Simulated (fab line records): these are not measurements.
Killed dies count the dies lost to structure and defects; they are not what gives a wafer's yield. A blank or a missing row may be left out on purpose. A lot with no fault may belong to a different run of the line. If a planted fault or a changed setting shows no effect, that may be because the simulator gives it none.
fab line records    flow n5-finfet
[record] lots = 7  wafers = 21
route steps=1938 shown GATE_CUT@484 MOL_CONTACT_COAG@559 BEOL_M0_SAQP@663 BEOL_M1@783 BEOL_M2@873
start-h: hours from the record's opening day to when the first of the lot's shown wafers began    wait-h: hours from the lot's prior step to this one    " repeats the value in the row above    L1.1+2: a row that stands for several wafers    - no value, or no start was given    * or withheld: withheld    < > ~ a bound
route shown NAME@n: names a module that has steps shown in the file, with the first one's number in the route    usual: mean and standard deviation over wafers with no fault    same: alike in all rows    chamber/n: place in a boat    sites: readings site by site    _std_site: standard deviation of those values    _edge_site: inner sites' mean taken away from outer sites' mean    radius-mm: how far each site lies from the wafer's centre    mask NAME#n: copy n    behind: tool/chamber where the wafer was last shaped    hold: cause of the lot's hold/its duration in hours/its outcome    device: the n, p or np transistor that did not switch    end of line: tests run on the same wafers once the route is complete    a step given without rows: its recipe and nothing more    killed: not the wafer's yield, but the dies lost to structure and defects at the first sort    map: a wafer's dies, marking killed ones x, the rest . and places with no die _
set.NAME: the setting that was run; set.NAME@STEP: the one run at that earlier step    model.NAME: the simulator's own value behind a step, which no gauge read
lots run with intentionally changed settings; tables by step, rows by wafer
[[steps]]
[step N5_GATE_CUT_EXPOSE_10]
[recipe] mask-id = GATE_CUT  na = 0.33  source-shape = annular  sigma-inner = 0.35  sigma-outer = 0.8  polarization = unpolarized  target-cd-nm = 20  dose-mj = 43.25
lot.wafer   tool            chamber  start-h  wait-h  mask        set.dose-mj
L076.1+2    euv-scanner-01  0        98.05    -       GATE_CUT#0  43.25
L076.5      "               0        "        "       GATE_CUT#0  41.42
L077.4+5    euv-scanner-01  0        101.83   -       GATE_CUT#0  43.25
L077.6      "               0        "        "       GATE_CUT#0  41.6
L082.1+2+5  euv-scanner-02  0        136.94   -       GATE_CUT#0  43.25
L084.2+5+6  euv-scanner-02  0        150.17   -       GATE_CUT#0  43.25
L089.1+4    euv-scanner-02  0        172.74   -       GATE_CUT#0  42.16
L089.6      "               0        "        "       GATE_CUT#0  43.25
L093.2      euv-scanner-01  0        202.43   -       GATE_CUT#0  43.25
L093.4+5    "               0        "        "       GATE_CUT#0  45.41
L094.1      euv-scanner-01  0        204.68   -       GATE_CUT#0  43.25
L094.2+4    "               0        "        "       GATE_CUT#0  41.17
[step N5_GATE_CUT_PEB_11]
[recipe] peb-temp-c = 100  peb-time-s = 60  resist = CAR-EUV
[step N5_GATE_CUT_DEVELOP_12]
[recipe] develop-time-s = 30  developer = TMAH  resist = CAR-EUV  rinse-liquid = surfactant-rinse  dry = air-spin  dev-temp-c = 23
lot.wafer   tool            chamber  start-h  wait-h  set.spin-rpm@GATE_CUT_COAT_07  model.CAR-EUV_of_GATE_CUT_COAT_07.thk-nm
L076.1      litho-track-05  0        -        -       1500                           29.4
L076.2+5    "               0        "        "       1564                           29
L077.4+5+6  litho-track-03  0        -        -       1500                           29.6
L082.1      litho-track-05  0        -        -       1556                           29
L082.2      "               0        "        "       1500                           29.6
L082.5      "               0        "        "       1500                           29.4
L084.2+6    litho-track-03  0        -        -       1500                           29.6
L084.5      "               0        "        "       1500                           29.8
L089.1+4+6  litho-track-04  0        -        -       1500                           29.6
L093.2+5    litho-track-05  0        -        -       1500                           29.6
L093.4      "               0        "        "       1500                           29.8
L094.1+4    litho-track-05  0        -        -       1500                           29.6
L094.2      "               0        "        "       1579                           28.8
[step N5_GATE_CUT_DESCUM_18]
[recipe] chemistry = O2  time-s = 7  source-power-w = 50  bias-power-w = 20  pressure-mtorr = 20  rf-frequency-hz = 2.712e+07  temp-c = 40  resist = CAR-EUV  o2-flow-sccm = 225
lot.wafer   tool         chamber  start-h  wait-h  set.dose-mj@GATE_CUT_EXPOSE_10  model.GATE_CUT.cd-nm
L076.1+2    rie-diel-04  2,0      98.31    0.0     43.25                           19.8
L076.5      "            2        "        "       41.42                           19
L077.4+5    rie-diel-04  2,0      102.06   0.0     43.25                           20
L077.6      "            3        "        "       41.6                            19
L082.1      rie-diel-04  1        137.81   0.6     43.25                           20.2
L082.2+5    "            3,0      "        "       43.25                           20
L084.2+5+6  rie-diel-01  2,0,3    150.41   0.0     43.25                           20.2
L089.1+4    rie-diel-01  2,0      173.00   0.0     42.16                           19.6
L089.6      "            0        "        "       43.25                           20
L093.2      rie-diel-01  3        202.70   0.1     43.25                           20
L093.4      "            1        "        "       45.41                           21.2
L093.5      "            0        "        "       45.41                           21
L094.1      rie-diel-04  3        204.94   0.0     43.25                           20
L094.2      "            2        "        "       41.17                           18.6
L094.4      "            1        "        "       41.17                           18.8
[step N5_GATE_CUT_ETCH_28]
[recipe] chemistry = N2/H2  target = underlayer  target-depth-a = 130  mask-material = CAR-EUV  time-s = 10.4  ion-energy-ev = 200  pressure-mtorr = 30  source-w = 840  bias-w = 150  n2-flow-sccm = 200  h2-flow-sccm = 200  ends = cleared
lot.wafer   tool         chamber  start-h  wait-h  set.spin-rpm@GATE_CUT_COAT_07  model.CAR-EUV_of_GATE_CUT_COAT_07.thk-nm
L076.1      rie-diel-04  2        98.34    0.0     1500                           14.4
L076.2+5    "            0,2      "        "       1564                           14
L077.4+5+6  rie-diel-04  2,0,3    102.10   0.0     1500                           14.6
L082.1      rie-diel-04  1        137.84   0.0     1556                           14
L082.2      "            3        "        "       1500                           14.6
L082.5      "            0        "        "       1500                           14.4
L084.2+5    rie-diel-01  2,0      150.45   0.0     1500                           14.6
L084.6      "            3        "        "       1500                           14.8
L089.1+4+6  rie-diel-01  2,0,0    173.04   0.0     1500                           14.6
L093.2+4    rie-diel-01  3,1      202.73   0.0     1500                           14.8
L093.5      "            0        "        "       1500                           14.6
L094.1+4    rie-diel-04  3,1      204.97   0.0     1500                           14.6
L094.2      "            2        "        "       1579                           14
[step N5_GATE_CUT_ETCH_36]
[recipe] chemistry = CF4  target = SiARC  target-depth-a = 130  mask-material = CAR-EUV  time-s = 21.7  ion-energy-ev = 80  pressure-mtorr = 40  source-w = 545  bias-w = 36  Ar_flow_sccm = 100  cf4-flow-sccm = 100  ends = cleared
lot.wafer   tool         chamber  start-h  wait-h  set.dose-mj@GATE_CUT_EXPOSE_10  model.GATE_CUT.cd-nm
L076.1+2    rie-diel-04  2,0      98.36    0.0     43.25                           19.8
L076.5      "            2        "        "       41.42                           18.8
L077.4      rie-diel-04  2        102.12   0.0     43.25                           20
L077.5      "            0        "        "       43.25                           19.8
L077.6      "            3        "        "       41.6                            19
L082.1+2    rie-diel-04  1,3      137.86   0.0     43.25                           20.2
L082.5      "            0        "        "       43.25                           20
L084.2+5+6  rie-diel-01  2,0,3    150.47   0.0     43.25                           20.2
L089.1+4    rie-diel-01  2,0      173.06   0.0     42.16                           19.6
L089.6      "            0        "        "       43.25                           20
L093.2      rie-diel-01  3        202.75   0.0     43.25                           20
L093.4      "            1        "        "       45.41                           21.2
L093.5      "            0        "        "       45.41                           21
L094.1      rie-diel-04  3        204.99   0.0     43.25                           19.8
L094.2      "            2        "        "       41.17                           18.6
L094.4      "            1        "        "       41.17                           18.8
[step N5_GATE_CUT_ETCH_37]
[recipe] chemistry = N2/H2  target = SOC  target-depth-a = 600  overetch-a = 120  mask-material = SiARC  temp-c = 40  time-s = 90  ion-energy-ev = 200  pressure-mtorr = 30  source-w = 840  bias-w = 150  n2-flow-sccm = 200  h2-flow-sccm = 200
[step N5_GATE_CUT_STRIP_38]
[recipe] chemistry = N2/H2  temp-c = 40  n2-flow-sccm = 200  h2-flow-sccm = 200  rf-frequency-hz = 6e+07
[step N5_GATE_CUT_STRIP_41]
[recipe] chemistry = CF4  resist = SiARC  power-w = 300  bias-power-w = 75  pressure-mtorr = 50  cf4-flow-sccm = 150  rf-frequency-hz = 6e+07
[step N5_GATE_CUT_STRIP_42]
[recipe] chemistry = O2  power-w = 400  temp-c = 40  pressure-mtorr = 30  rf-frequency-hz = 6e+07  bias-power-w = 0  overash-fraction = 0.3  o2-flow-sccm = 225
[step N5_GATE_CUT_ETCH_19]
[recipe] chemistry = CH3F/O2  target = SiNx  mask-material = SiO2  target-depth-a = 537  time-s = 76.7  pressure-mtorr = 30  source-w = 395  bias-w = 73  Ar_flow_sccm = 150  CH3F_flow_sccm = 30  O2_flow_sccm = 20  ion-energy-ev = 120  ends = cleared
lot.wafer  tool         chamber  start-h  wait-h  set.dose-mj@GATE_CUT_EXPOSE_10  model.GATE_CUT.cd-nm
L076.1     rie-diel-04  2        98.60    0.0     43.25                           19.8
L076.2     "            0        "        "       43.25                           20.2
L076.5     "            2        "        "       41.42                           19
L077.4     rie-diel-04  2        102.35   0.0     43.25                           19.8
L077.5     "            0        "        "       43.25                           20.2
L077.6     "            3        "        "       41.6                            19
L082.1+5   rie-diel-04  1,0      138.09   0.0     43.25                           20.4
L082.2     "            3        "        "       43.25                           20.2
L084.2+5   rie-diel-01  2,0      150.70   0.0     43.25                           20.2
L084.6     "            3        "        "       43.25                           20.4
L089.1     rie-diel-01  2        173.29   0.0     42.16                           19.6
L089.4     "            0        "        "       42.16                           19.8
L089.6     "            0        "        "       43.25                           20.2
L093.2     rie-diel-01  3        202.98   0.0     43.25                           20
L093.4+5   "            1,0      "        "       45.41                           21.2
L094.1     rie-diel-04  3        205.22   0.0     43.25                           19.8
L094.2     "            2        "        "       41.17                           18.4
L094.4     "            1        "        "       41.17                           18.8
[step N5_GATE_CUT_CUT_ETCH_53]
[recipe] chemistry = SF6/Cl2  target = W  mask-material = SiO2  target-depth-a = 792  pressure-mtorr = 8  icp-w = 900  bias-w = 80  SF6_flow_sccm = 40  Cl2_flow_sccm = 60  ends = cleared
[step N5_GATE_CUT_CUT_ETCH_54]
[recipe] chemistry = Cl2/BCl3  target = TiN  mask-material = SiO2  target-depth-a = 967  pressure-mtorr = 10  icp-w = 1000  bias-w = 126  Cl2_flow_sccm = 53.25  bcl3-flow-sccm = 21.75  Ar_flow_sccm = 25  ends = cleared
[step N5_GATE_CUT_CUT_ETCH_55]
[recipe] chemistry = BCl3  target = HfO2  mask-material = SiO2  target-depth-a = 32  ion-energy-ev = 30  pressure-mtorr = 5  icp-w = 450  bias-w = 18  bcl3-flow-sccm = 80
[step N5_GATE_CUT_ETCH_47]
[recipe] chemistry = Cl2/BCl3  target = SiO2  target-depth-a = 100  pressure-mtorr = 10  icp-w = 1000  bias-w = 126  Cl2_flow_sccm = 53.25  bcl3-flow-sccm = 21.75  Ar_flow_sccm = 25
lot.wafer  tool          chamber  start-h  wait-h  set.dose-mj@GATE_CUT_EXPOSE_10  model.GATE_CUT.cd-nm
L076.1     rie-metal-03  0        98.85    0.0     43.25                           19.8
L076.2     "             1        "        "       43.25                           20
L076.5     "             1        "        "       41.42                           18.6
L077.4     rie-metal-03  0        102.62   0.0     43.25                           19.8
L077.5     "             1        "        "       43.25                           20
L077.6     "             0        "        "       41.6                            18.8
L082.1+5   rie-metal-03  1        138.35   0.0     43.25                           20.2
L082.2     "             0        "        "       43.25                           20
L084.2+5   rie-metal-02  0,1      150.96   0.0     43.25                           20.6
L084.6     "             0        "        "       43.25                           20.4
L089.1+4   rie-metal-02  0        173.54   0.0     42.16                           19.8
L089.6     "             0        "        "       43.25                           20.2
L093.2     rie-metal-02  1        203.24   0.0     43.25                           20
L093.4+5   "             0,1      "        "       45.41                           21
L094.1     rie-metal-02  1        205.48   0.0     43.25                           20
L094.2     "             0        "        "       41.17                           18.6
L094.4     "             0        "        "       41.17                           19
[step N5_MOL_CONTACT_COAG_ALD_27]
[recipe] material = SiOC  target-thk-a = 170  temp-c = 400  ald-precursor-family = carbosiloxane  ald-co-reactant = H2-plasma  pulse-time-s = 1.5  time-s = 2720  purge-time-s = 2  co-reactant-purge-time-s = 2  ald-cycles = 340  pressure-torr = 2
lot.wafer   tool        chamber  start-h  wait-h  set.ald-cycles  model.SiOC_of_MOL_CONTACT_COAG_ALD_27.thk-nm
L076.1+5    ald-sin-03  2        113.96   0.6     340             17
L076.2      "           1        "        "       355             17.8
L077.4      ald-sin-02  0        114.90   0.0     356             17.8
L077.5+6    "           0,1      "        "       340             17
L082.1+2+5  ald-sin-02  1,0,3    153.41   0.0     340             17
L084.2+5+6  ald-sin-02  2,3,2    161.42   0.3     340             17
L089.1      ald-sin-02  1        185.40   0.0     322             16.2
L089.4      "           0        "        "       340             17
L089.6      "           0        "        "       322             16
L093.2      ald-sin-04  1        214.11   0.0     360             18
L093.4      "           0        "        "       340             17.2
L093.5      "           0        "        "       360             18.2
L094.1+2    ald-sin-02  1,3      214.48   0.0     340             17
L094.4      "           0        "        "       320             16
[step N5_MOL_CONTACT_COAG_ALD_133]
[recipe] material = SiO2  target-thk-a = 50  temp-c = 100  ald-precursor-family = BDEAS  ald-co-reactant = O2-plasma  pulse-time-s = 1  co-reactant-pulse-time-s = 1  purge-time-s = 2  co-reactant-purge-time-s = 2  ald-cycles = 35  pressure-torr = 2
lot.wafer   tool        chamber  start-h  wait-h  set.ald-cycles  model.SiO2_of_MOL_CONTACT_COAG_ALD_133.thk-nm
L076.1+2+5  ald-sin-02  2,1,2    118.59   0.1     35              5
L077.4+5    ald-sin-02  2        119.44   0.0     39              5.6
L077.6      "           3        "        "       35              5
L082.1+2    ald-sin-03  2,3      158.02   0.1     40              5.8
L082.5      "           3        "        "       35              5
L084.2+5+6  ald-sin-04  0,0,3    165.80   0.1     35              5
L089.1+4+6  ald-sin-02  0,3,3    190.71   0.1     35              5
L093.2+4+5  ald-sin-03  2,1,2    218.95   0.1     35              5
L094.1      ald-sin-02  2        219.16   0.1     38              5.4
L094.2+4    "           3,1      "        "       35              5
[step N5_BEOL_M0_SAQP_SPACER1_ALD_98]
[recipe] material = SiO2  target-thk-a = 128  temp-c = 300  ald-precursor-family = BDEAS  ald-co-reactant = O2-plasma  pulse-time-s = 1  purge-time-s = 2  co-reactant-purge-time-s = 2  ald-cycles = 138  pressure-torr = 2
lot.wafer   tool        chamber  start-h  wait-h  set.temp-c
L076.1+2+5  ald-sin-03  2,3,2    125.34   0.3     300
L077.4      ald-sin-03  0        129.66   0.2     308.8
L077.5+6    "           2,3      "        "       300
L082.1+5    ald-sin-01  3,2      166.12   0.3     300
L082.2      "           1        "        "       308
L084.2+5+6  ald-sin-01  2,1,2    175.30   0.3     300
L089.1      ald-sin-02  3        201.57   2.2     311.6
L089.4+6    "           0,1      "        "       300
L093.2+4    ald-sin-03  2,3      227.90   0.6     300
L093.5      "           3        "        "       288.6
L094.1+2    ald-sin-02  3,1      229.87   0.4     292.6
L094.4      "           0        "        "       300
[step N5_BEOL_M0_SAQP_SPACER1_ETCHBACK_99]
[recipe] chemistry = CHF3/O2  mode = anisotropic-etchback  target = SiO2  target-depth-a = 154  time-s = 7.7  pressure-mtorr = 30  source-w = 650  bias-w = 170  Ar_flow_sccm = 200  CHF3_flow_sccm = 50  O2_flow_sccm = 5  ion-energy-ev = 200
[step N5_BEOL_M0_SAQP_MANDREL1_REMOVE_100]
[recipe] chemistry = HBr/Cl2/O2  bt-time-s = 10  target = a-Si  stop-on = SiNx  endpoint = OES-SiCl  over-etch-frac = 0.85  icp-w = 600  bias-w = 30  HBr_flow_sccm = 150  Cl2_flow_sccm = 80  O2_flow_sccm = 5  pressure-mtorr = 10
lot.wafer   tool       chamber  start-h  wait-h  set.temp-c@BEOL_M0_SAQP_SPACER1_ALD_98  model.BEOL_M0_SAQP.cd-nm
L076.1+2+5  rie-si-05  0,1,0    125.90   0.1     300                                     12.8
L077.4      rie-si-05  1        130.38   0.0     308.8                                   12.6
L077.5+6    "          3,0      "        "       300                                     12.8
L082.1+5    rie-si-02  2,0      166.68   0.1     300                                     12.8
L082.2      "          0        "        "       308                                     12.6
L084.2+5+6  rie-si-05  1,0,1    175.86   0.1     300                                     12.8
L089.1      rie-si-05  0        202.22   0.1     311.6                                   12.6
L089.4+6    "          1,0      "        "       300                                     12.8
L093.2+4    rie-si-02  2,3      228.55   0.1     300                                     12.8
L093.5      "          0        "        "       288.6                                   13.4
L094.1      rie-si-05  1        230.47   0.1     292.6                                   13
L094.2      "          0        "        "       292.6                                   13.2
L094.4      "          1        "        "       300                                     12.6
[step N5_BEOL_M0_SAQP_ETCH_107]
[recipe] chemistry = CH3F/O2  target = SiNx  target-depth-a = 300  mask-material = SOC  pressure-mtorr = 30  source-w = 395  bias-w = 73  Ar_flow_sccm = 150  CH3F_flow_sccm = 30  O2_flow_sccm = 20  ion-energy-ev = 120
[usual] rf-vpp-V = 297/3.5
lot.wafer  tool         chamber  start-h  wait-h  set.source-w  rf-vpp-V
L076.1     rie-diel-01  3        126.87   0.0     395           303
L076.2     "            1        "        "       395           298
L076.5     "            3        "        "       395           301
L077.4     rie-diel-01  3        131.38   0.0     427.9         288
L077.5     "            0        "        "       395           294
L077.6     "            1        "        "       395           299
L082.1     rie-diel-03  1        168.15   0.0     395           302
L082.2     "            3        "        "       395           301
L082.5     "            0        "        "       349.3         312
L084.2     rie-diel-01  3        176.80   0.0     395           302
L084.5     "            0        "        "       395           294
L084.6     "            1        "        "       395           299
L089.1     rie-diel-03  2        203.19   0.0     395           297
L089.4     "            0        "        "       395           293
L089.6     "            0        "        "       395           294
L093.2     rie-diel-03  1        229.47   0.0     362.8         314
L093.4     "            2        "        "       395           296
L093.5     "            1        "        "       395           301
L094.1     rie-diel-04  3        231.35   0.0     441.2         279
L094.2     "            2        "        "       395           297
L094.4     "            0        "        "       441.2         281
[step N5_BEOL_M1_EXPOSE_25]
[recipe] mask-id = V0  na = 0.33  source-shape = quasar  sigma-inner = 0.2  sigma-outer = 0.8  polarization = unpolarized  defocus-nm = 5  target-cd-nm = 24  dose-mj = 63
lot.wafer   tool            chamber  start-h  wait-h  mask  set.dose-mj
L076.1+5    euv-scanner-02  0        138.39   -       V0#0  65.92
L076.2      "               0        "        "       V0#0  63
L077.4+5+6  euv-scanner-02  0        142.09   -       V0#0  65.81
L082.1      euv-scanner-01  0        179.23   -       V0#0  64.93
L082.2+5    "               0        "        "       V0#0  63
L084.2+5+6  euv-scanner-01  0        189.12   -       V0#0  63
L089.1+4    euv-scanner-02  0        220.40   -       V0#0  63
L089.6      "               0        "        "       V0#0  64.38
L093.2+4    euv-scanner-01  0        244.21   -       V0#0  58.47
L093.5      "               0        "        "       V0#0  63
L094.1+2+4  euv-scanner-01  0        244.83   -       V0#0  63
[step N5_BEOL_M1_ETCH_70]
[recipe] chemistry = N2/H2  target = SOC  target-depth-a = 800  overetch-a = 160  mask-material = SiARC  temp-c = 40  time-s = 120  ion-energy-ev = 200  pressure-mtorr = 30  source-w = 840  bias-w = 150  n2-flow-sccm = 200  h2-flow-sccm = 200
[usual] rf-vpp-V = 524.6/3
lot.wafer  tool         chamber  start-h  wait-h  set.bias-w  rf-vpp-V  model.SiARC_of_BEOL_M1_COAT_68.thk-nm
L076.1     rie-diel-03  0        143.59   0.0     150         520.4     6.4
L076.2     "            1        "        "       158.9       548.1     6
L076.5     "            1        "        "       158.9       547.4     6
L077.4     rie-diel-01  2        146.59   0.0     142.3       504.4     6.8
L077.5     "            3        "        "       142.3       503.6     6.6
L077.6     "            0        "        "       150         529.1     6.4
L082.1     rie-diel-01  3        183.06   0.0     140.6       501.3     6.6
L082.2     "            1        "        "       150         526.2     6.2
L082.5     "            1        "        "       150         524.5     6.2
L084.2     rie-diel-03  2        194.43   0.0     150         522.6     6.4
L084.5     "            1        "        "       150         526.4     6.4
L084.6     "            2        "        "       150         521.6     6.4
L089.1     rie-diel-04  1        225.64   0.0     150         525.0     6.2
L089.4     "            2        "        "       150         522.5     6.4
L089.6     "            3        "        "       150         518.7     6.4
L093.2     rie-diel-01  2        247.01   0.0     165.1       555.3     5.4
L093.4     "            3        "        "       165.1       552.9     5.6
L093.5     "            0        "        "       150         528.7     6.4
L094.1     rie-diel-03  3        247.01   0.0     150         528.1     6.2
L094.2     "            2        "        "       150         524.5     6.2
L094.4     "            0        "        "       150         519.5     6.4
[step N5_BEOL_M1_STRIP_71]
[recipe] chemistry = N2/H2  temp-c = 40  n2-flow-sccm = 200  h2-flow-sccm = 200  rf-frequency-hz = 6e+07
[step N5_BEOL_M1_STRIP_78]
[recipe] chemistry = N2/H2  temp-c = 40  n2-flow-sccm = 200  h2-flow-sccm = 200  rf-frequency-hz = 6e+07
[step N5_BEOL_M1_VIA_ETCH_34]
[recipe] chemistry = C4F6/O2  target-depth-a = 678  mask-material = SOC  pressure-mtorr = 15  ion-energy-ev = 250  taper-deg = 4  time-s = 64.4  source-w = 350  bias-w = 170  Ar_flow_sccm = 300  C4F6_flow_sccm = 10  O2_flow_sccm = 10
lot.wafer  tool         chamber  start-h  wait-h  set.dose-mj@BEOL_M1_EXPOSE_25  model.BEOL_M1.cd-nm
L076.1     rie-diel-03  0        143.69   0.0     65.92                          19.2
L076.2     "            1        "        "       63                             18
L076.5     "            1        "        "       65.92                          19
L077.4+6   rie-diel-01  2,0      146.67   0.0     65.81                          18.8
L077.5     "            3        "        "       65.81                          18.6
L082.1     rie-diel-01  3        183.16   0.0     64.93                          18.8
L082.2     "            1        "        "       63                             18
L082.5     "            1        "        "       63                             18.2
L084.2     rie-diel-03  2        194.53   0.0     63                             17.8
L084.5     "            1        "        "       63                             17.6
L084.6     "            2        "        "       63                             18.2
L089.1     rie-diel-04  1        225.74   0.0     63                             17.8
L089.4     "            2        "        "       63                             17.6
L089.6     "            3        "        "       64.38                          18.4
L093.2     rie-diel-01  2        247.11   0.0     58.47                          16.6
L093.4     "            3        "        "       58.47                          16
L093.5     "            0        "        "       63                             18
L094.1     rie-diel-03  3        247.11   0.0     63                             17.8
L094.2     "            2        "        "       63                             18
L094.4     "            0        "        "       63                             18.2
[step N5_BEOL_M2_EXPOSE_25]
[recipe] mask-id = V1  na = 0.33  source-shape = quasar  sigma-inner = 0.2  sigma-outer = 0.8  polarization = unpolarized  defocus-nm = 5  dose-mj = 63
lot.wafer   tool            chamber  start-h  wait-h  mask  set.dose-mj
L076.1+2+5  euv-scanner-01  0        149.85   -       V1#0  63
L077.4+5    euv-scanner-01  0        153.14   -       V1#0  60.19
L077.6      "               0        "        "       V1#0  63
L082.1+2    euv-scanner-02  0        190.05   -       V1#0  63
L082.5      "               0        "        "       V1#0  67.43
L084.2+5+6  euv-scanner-02  0        202.16   -       V1#0  63
L089.1      euv-scanner-02  0        232.05   -       V1#0  59.32
L089.4+6    "               0        "        "       V1#0  63
L094.1+2+4  euv-scanner-01  0        254.10   -       V1#0  63
L093.2+5    euv-scanner-02  0        254.41   -       V1#0  64.19
L093.4      "               0        "        "       V1#0  63
[step N5_BEOL_M2_PEB_26]
[recipe] peb-temp-c = 100  peb-time-s = 60  resist = CAR-EUV
[step N5_BEOL_M2_DEVELOP_27]
[recipe] develop-time-s = 30  developer = TMAH  resist = CAR-EUV  rinse-liquid = surfactant-rinse  dry = air-spin  dev-temp-c = 23
[step N5_BEOL_M2_CD_MEAS_28]
[recipe] target-cd-nm = 26.2  landing-energy-ev = 500  detector = se-inlens  target-cd-y-nm = 24.1  polarity = opening
[usual] cd-nm = 26.23/0.23
lot.wafer  tool       chamber  start-h  wait-h  set.dose-mj@BEOL_M2_EXPOSE_25  cd-nm
L076.1     cd-sem-03  0        150.00   -       63                             26.02
L076.2     "          0        "        "       63                             26.21
L076.5     "          0        "        "       63                             26.15
L077.4     cd-sem-02  0        153.26   -       60.19                          25.18
L077.5     "          0        "        "       60.19                          25.31
L077.6     "          0        "        "       63                             25.67
L082.1     cd-sem-02  0        190.20   -       63                             26.55
L082.2     "          0        "        "       63                             26.14
L082.5     "          0        "        "       67.43                          27.50
L084.2     cd-sem-02  0        202.30   -       63                             26.44
L084.5     "          0        "        "       63                             26.62
L084.6     "          0        "        "       63                             26.34
L089.1     cd-sem-01  0        232.20   -       59.32                          25.24
L089.4     "          0        "        "       63                             26.06
L089.6     "          0        "        "       63                             26.69
L094.1     cd-sem-02  0        254.25   -       63                             26.32
L094.2     "          0        "        "       63                             26.22
L094.4     "          0        "        "       63                             25.93
L093.2     cd-sem-03  0        254.54   -       64.19                          26.54
L093.4     "          0        "        "       63                             25.97
L093.5     "          0        "        "       64.19                          26.30
[[key]]
[split] step = N5_GATE_CUT_EXPOSE_10  setting = dose-mj  stated = 43.25  by = wafer
[response] step = N5_GATE_CUT_DESCUM_18  reading = model.GATE_CUT.cd-nm  change = +0.23  per = 1%  r = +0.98
[response] step = N5_GATE_CUT_ETCH_36  reading = model.GATE_CUT.cd-nm  change = +0.224  per = 1%  r = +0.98
[response] step = N5_GATE_CUT_ETCH_19  reading = model.GATE_CUT.cd-nm  change = +0.243  per = 1%  r = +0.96
[response] step = N5_GATE_CUT_ETCH_47  reading = model.GATE_CUT.cd-nm  change = +0.247  per = 1%  r = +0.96
[split] step = N5_MOL_CONTACT_COAG_ALD_27  setting = ald-cycles  stated = 340  by = wafer
[response] step = N5_MOL_CONTACT_COAG_ALD_27  reading = model.SiOC_of_MOL_CONTACT_COAG_ALD_27.thk-nm  change = +0.167  per = 1%  r = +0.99
[split] step = N5_MOL_CONTACT_COAG_ALD_133  setting = ald-cycles  stated = 35  by = wafer
[response] step = N5_MOL_CONTACT_COAG_ALD_133  reading = model.SiO2_of_MOL_CONTACT_COAG_ALD_133.thk-nm  change = +0.0532  per = 1%  r = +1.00
[split] step = N5_BEOL_M0_SAQP_SPACER1_ALD_98  setting = temp-c  stated = 300  by = wafer
[response] step = N5_BEOL_M0_SAQP_MANDREL1_REMOVE_100  reading = model.BEOL_M0_SAQP.cd-nm  change = -0.106  per = 1%  r = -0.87
[split] step = N5_BEOL_M0_SAQP_ETCH_107  setting = source-w  stated = 395  by = wafer
[response] step = N5_BEOL_M0_SAQP_ETCH_107  reading = rf-vpp-V  change = -1.28  per = 1%  r = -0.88
[split] step = N5_BEOL_M1_EXPOSE_25  setting = dose-mj  stated = 63  by = wafer
[response] step = N5_BEOL_M1_VIA_ETCH_34  reading = model.BEOL_M1.cd-nm  change = +0.24  per = 1%  r = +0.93
[split] step = N5_BEOL_M1_ETCH_70  setting = bias-w  stated = 150  by = wafer
[response] step = N5_BEOL_M1_ETCH_70  reading = rf-vpp-V  change = +3.45  per = 1%  r = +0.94
[response] step = N5_BEOL_M1_ETCH_70  reading = model.SiARC_of_BEOL_M1_COAT_68.thk-nm  change = -0.0766  per = 1%  r = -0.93
[split] step = N5_BEOL_M2_EXPOSE_25  setting = dose-mj  stated = 63  by = wafer
[response] step = N5_BEOL_M2_CD_MEAS_28  reading = cd-nm  change = +0.164  per = 1%  r = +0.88
split outside-this-file step=N5_GATE_CUT_COAT_07 setting=spin-rpm
// split outside-this-file: this setting was split too, and the file shows its column; the key of that split is in another file
